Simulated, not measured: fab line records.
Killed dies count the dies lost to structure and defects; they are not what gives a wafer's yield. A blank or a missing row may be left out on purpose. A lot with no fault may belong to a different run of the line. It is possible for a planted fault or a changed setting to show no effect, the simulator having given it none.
Split-lot trial ; flow n5_finfet ; route with 1938 steps; 7 lots, 21 wafers read

== SPLIT DETAILS ==
At N5_BEOL_M9_COAT_60 (time 60 s, resist thk 30 nm), the setting spin_rpm was moved away from the recipe's 1500 rpm on 5 of the 21 wafers read, by -9.8% to +6.7%. All remaining wafers had this setting at the recipe value.

== FROM THE SPLIT TO THE READING: what the file shows between them, 4 steps ==
- N5_BEOL_M9_COAT_05: resist thk 90 nm
- N5_BEOL_M9_EBR_07
- N5_BEOL_M9_DESCUM_16: chemistry O2, time 7.9 s
- N5_BEOL_M9_ETCH_61: etches SiARC in CF4, target depth 39 nm, time 65 s

== THE READING ==
SiARC_of_BEOL_M9_COAT_60.thk_nm (the simulator's own value, which no gauge read), in nm, at N5_BEOL_M9_ETCH_62 (etches SOC in N2/H2, target depth 110 nm, overetch 22 nm, time 165 s). No usual value for it is given in the file. Here, 16 wafers ran the recipe; their average is 23.6 nm with a standard deviation of 0.16 nm.

wafer;tool, chamber at the split;spin_rpm as run, rpm;against the recipe;SiARC_of_BEOL_M9_COAT_60.thk_nm, nm;against lot-mates on the recipe
L075.1;litho_track-04, 0;1500;recipe;23.4;-
L075.5;litho_track-04, 0;1600;+6.7%;22.6;-0.9
L075.6;litho_track-04, 0;1500;recipe;23.6;-
L076.1;litho_track-03, 0;1500;recipe;23.6;-
L076.3;litho_track-03, 0;1500;recipe;23.8;-
L076.6;litho_track-03, 0;1500;recipe;23.8;-
L078.4;litho_track-03, 0;1500;recipe;23.6;-
L078.5;litho_track-03, 0;1500;recipe;23.8;-
L078.6;litho_track-03, 0;1500;recipe;23.8;-
L081.2;litho_track-03, 0;1500;recipe;23.4;-
L081.4;litho_track-03, 0;1500;recipe;23.6;-
L081.5;litho_track-03, 0;1500;recipe;23.6;-
L085.1;litho_track-01, 0;1564;+4.3%;23;-0.4
L085.3;litho_track-01, 0;1500;recipe;23.4;-
L085.5;litho_track-01, 0;1500;recipe;23.4;-
L090.1;litho_track-03, 0;1376;-8.3%;25.2;+1.8
L090.4;litho_track-03, 0;1500;recipe;23.4;-
L090.5;litho_track-03, 0;1376;-8.3%;24.8;+1.4
L095.1;litho_track-01, 0;1500;recipe;23.6;-
L095.2;litho_track-01, 0;1500;recipe;23.4;-
L095.3;litho_track-01, 0;1353;-9.8%;25.2;+1.7

FIT RESULTS
A straight line over all 21 wafers: SiARC_of_BEOL_M9_COAT_60.thk_nm changes by -0.163 nm for each +1% of spin_rpm; r = -0.97; the points scatter about the line by 0.16 nm.
The same after taking each lot's own level away (the mean of its wafers on the recipe; 21 wafers): -0.17 nm for each +1%; r = -0.98; scatter 0.14 nm.
The reading moves by 1.7 nm for the largest change in spin_rpm, on that fit.
The lots' own levels span 23.40 to 23.73 nm, that is 2.1 times the standard deviation above.
Hence the lot-to-lot level has little effect on the slope; both slopes agree.
Check: for one of the wafers moved furthest among these (-9.8%), held out of the fit, the line's prediction against its lot-mates is +1.71 nm. It came out at +1.7 nm against them.

== THE OTHER SPLITS THESE WAFERS WENT THROUGH ==
These wafers also went through other splits before the reading. Each is held against what the fit with the lots' levels taken away leaves over:
other split on the same wafers;wafers away from the commonest value;r with SiARC_of_BEOL_M9_COAT_60.thk_nm (lot level and that fit taken away)
N5_BEOL_M9_ILD_DEP_00 time_s;5;+0.05

== THE WHOLE CHAIN: every reading that the file lists as answering this split, in the file's order ==
step;what it does;reading;change (the file's fit);r (the file's)
N5_BEOL_M9_COAT_60;time 60 s, resist thk 30 nm;SiARC_of_BEOL_M9_COAT_60.thk_nm (the simulator's own value, which no gauge read);-0.158 nm for each +1% of the setting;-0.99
N5_BEOL_M9_ETCH_61;etches SiARC in CF4, target depth 39 nm, time 65 s;etch.depth_nm (the simulator's own value, which no gauge read);-0.163 nm for each +1% of the setting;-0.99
N5_BEOL_M9_ETCH_61;etches SiARC in CF4, target depth 39 nm, time 65 s;CAR-ArF_of_BEOL_M9_COAT_05.thk_nm (the simulator's own value, which no gauge read);+0.123 nm for each +1% of the setting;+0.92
N5_BEOL_M9_ETCH_62;etches SOC in N2/H2, target depth 110 nm, overetch 22 nm, time 165 s;SiARC_of_BEOL_M9_COAT_60.thk_nm (the simulator's own value, which no gauge read);-0.166 nm for each +1% of the setting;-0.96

== THE FILE'S OWN FIT ==
SiARC_of_BEOL_M9_COAT_60.thk_nm changes by -0.166 nm for each +1% of spin_rpm, r = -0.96.
